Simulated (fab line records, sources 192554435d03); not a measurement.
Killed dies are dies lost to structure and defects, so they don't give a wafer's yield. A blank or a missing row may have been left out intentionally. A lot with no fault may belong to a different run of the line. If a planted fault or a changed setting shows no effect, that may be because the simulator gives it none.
Chamber matching -- flow n5Finfet -- N5_DUMMY_GATE_ETCH_37 on rieDiel-06 has 4 sister chambers
The step etches SOC in N2/H2, target depth 60 nm, overetch 30 nm. 7 wafers are shown with their chamber, then 8 later ones without.

== EACH WAFER AND ITS CHAMBER ==
wafer,chamber,throttleValvePct (%),showerheadPlenumPTorr (Torr)
L076.4,0,18.06,2.58
L080.2,2,17.70,2.51
L082.4,2,17.71,2.51
L083.2,3,18.06,2.61
L083.3,1,17.31,2.67
L083.6,1,17.31,2.67
L086.2,3,18.08,2.60

== WAFERS WHOSE CHAMBER IS MISSING ==
wafer,throttleValvePct (%),showerheadPlenumPTorr (Torr)
L086.3,18.09,2.58
L086.4,17.71,2.51
L089.1,18.09,2.58
L089.2,18.09,2.60
L089.4,17.33,2.67
L096.1,17.73,2.50
L096.2,18.12,2.57
L096.5,17.36,2.66

== EACH ONE'S CHAMBER ==
wafer,from the rows above,in truth
L086.3,0,0
L086.4,2,2
L089.1,0,0
L089.2,3,3
L089.4,1,1
L096.1,2,2
L096.2,0,0
L096.5,1,1
8 of 8 placed correctly. From these rows, 0 cannot be placed. Placed wrongly: 0.
How it was worked out, from the rows above alone: a wafer's distance from a chamber is the root of the sum, over the readings, of the square of ((its reading less the chamber's mean) divided by the reading's scatter). The wafer belongs to the nearest chamber; if the next one is less than 2 further off, it can't be placed. Each chamber's mean is taken over the wafers shown for it. The scatter: the root of (the sum of the squares of (reading less its chamber's mean) over the shown wafers, divided by (wafers less chambers)).
